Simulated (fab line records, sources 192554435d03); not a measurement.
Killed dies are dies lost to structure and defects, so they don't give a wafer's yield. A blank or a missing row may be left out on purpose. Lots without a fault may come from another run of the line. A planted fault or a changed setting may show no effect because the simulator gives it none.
Split-lot experiment | flow n5_finfet | 7 lots, 21 wafers read, on a route of 1938 steps

THE SPLIT
At N5_BEOL_M14_TRENCH_ETCH_34 (etches SiO2 in C4F8/O2/Ar, target depth 556.65 nm, time 126.9 s), the setting bias_w was moved away from the recipe's 2040 W on 9 of the 21 wafers read, by -14.5% to +13.1%. The other wafers ran this setting at the recipe's value.

FROM THE SPLIT TO THE READING: what the file shows between them, 9 steps
- N5_BEOL_M14_STRIP_70: strips in C4F8/O2/Ar
- N5_BEOL_M14_OCD_MEAS_35
- N5_BEOL_M14_STRIP_37: strips in O2
- N5_BEOL_M14_ETCH_38: etches SiCN in CF4/N2, target depth 106.5 nm, time 120.6 s
- N5_BEOL_M14_ECD_47: material Cu, target thk 1248 nm
- N5_BEOL_M14_ANNEAL_48: time 90 s
- N5_BEOL_M14_CMP_49: polishes, stops on SiO2, t overpolish 5.2 s, target thk 560 nm
- N5_BEOL_M14_PRE_CLEAN_52: time 15 s
- N5_BEOL_M14_DEP_53: deposits SiCN from 3MS/NH3, target thk 50 nm, time 17.8 s

THE READING
M14_RS, in ohm/sq, at N5_BEOL_M14_RS_MEAS_54 (measures by four-point-probe). Fault-free wafers of this fab line usually give 0.0333 ohm/sq, standard deviation 0.00037 ohm/sq.

wafer  | tool, chamber at the split | bias_w as run, W | against the recipe | M14_RS, ohm/sq | against lot-mates on the recipe
L076.1 | rie_diel-04, 1             | 2307             | +13.1%             | 0.0319         | -0.0010
L076.2 | rie_diel-04, 2             | 2040             | recipe             | 0.0329         | -
L076.4 | rie_diel-04, 0             | 2307             | +13.1%             | 0.0325         | -0.0004
L083.1 | rie_diel-04, 3             | 2040             | recipe             | 0.0329         | -
L083.3 | rie_diel-04, 1             | 2040             | recipe             | 0.0330         | -
L083.4 | rie_diel-04, 0             | 1759             | -13.8%             | 0.0350         | +0.0021
L088.3 | rie_diel-04, 3             | 2040             | recipe             | 0.0329         | -
L088.5 | rie_diel-04, 1             | 1745             | -14.5%             | 0.0347         | +0.0018
L088.6 | rie_diel-04, 0             | 1745             | -14.5%             | 0.0352         | +0.0023
L089.1 | rie_diel-05, 0             | 2040             | recipe             | 0.0334         | -
L089.2 | rie_diel-05, 1             | 2040             | recipe             | 0.0336         | -
L089.5 | rie_diel-05, 1             | 2040             | recipe             | 0.0339         | -
L090.1 | rie_diel-04, 3             | 2040             | recipe             | 0.0329         | -
L090.3 | rie_diel-04, 2             | 2040             | recipe             | 0.0336         | -
L090.4 | rie_diel-04, 1             | 2040             | recipe             | 0.0331         | -
L093.1 | rie_diel-04, 1             | 2040             | recipe             | 0.0330         | -
L093.3 | rie_diel-04, 2             | 2284             | +12.0%             | 0.0320         | -0.0010
L093.5 | rie_diel-04, 3             | 2284             | +12.0%             | 0.0314         | -0.0016
L096.1 | rie_diel-04, 2             | 1806             | -11.5%             | 0.0342         | +0.0007
L096.2 | rie_diel-04, 1             | 2040             | recipe             | 0.0335         | -
L096.3 | rie_diel-04, 3             | 1806             | -11.5%             | 0.0340         | +0.0005

THE FIT
A straight line over all 21 wafers: M14_RS changes by -0.000105 ohm/sq for each +1% of bias_w; r = -0.93; the points scatter about the line by 0.00038 ohm/sq.
The same after taking each lot's own level away (the mean of its wafers on the recipe; 21 wafers): -9.96e-05 ohm/sq for each +1%; r = -0.90; scatter 0.00042 ohm/sq.
On that fit, the largest move of bias_w shifts the reading by 0.0014 ohm/sq.
The lots' own levels span 0.03290 to 0.03363 ohm/sq, that is 2.0 times the standard deviation above.
So the lot-to-lot level changes the slope little: the two slopes agree.
Check: with one of the wafers moved furthest among these (-14.5%) left out of the fit, the line predicts +0.00147 ohm/sq for it against its lot-mates. It came out at +0.0018 ohm/sq against them.
Tool readings at the split's step, against how far the setting was moved: rf_vpp_V r = +1.00.

THE WHOLE CHAIN: every reading that the file lists as answering this split, in the file's order
step                       | what it does                                                    | reading                                                                       | change (the file's fit)               | r (the file's)
N5_BEOL_M14_TRENCH_ETCH_34 | etches SiO2 in C4F8/O2/Ar, target depth 556.65 nm, time 126.9 s | rf_vpp_V                                                                      | +15.3 V for each +1% of the setting   | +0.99
N5_BEOL_M14_TRENCH_ETCH_34 | etches SiO2 in C4F8/O2/Ar, target depth 556.65 nm, time 126.9 s | etch.depth_nm (the simulator's own value, which no gauge read)                | +1.82 nm for each +1% of the setting  | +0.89
N5_BEOL_M14_OCD_MEAS_35    |                                                                 | trench_depth_nm                                                               | +1.81 nm for each +1% of the setting  | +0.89
N5_BEOL_M14_CMP_49         | polishes, stops on SiO2, t overpolish 5.2 s, target thk 560 nm  | Cu_of_BEOL_M14_ECD_47.thk_nm (the simulator's own value, which no gauge read) | +1.76 nm for each +1% of the setting  | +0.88
N5_BEOL_M14_RS_MEAS_54     | measures by four-point-probe                                    | M14_RS                                                                        | -0.000107 for each +1% of the setting | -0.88

THE FILE'S OWN FIT
M14_RS changes by -0.000107 ohm/sq for each +1% of bias_w, r = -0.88.
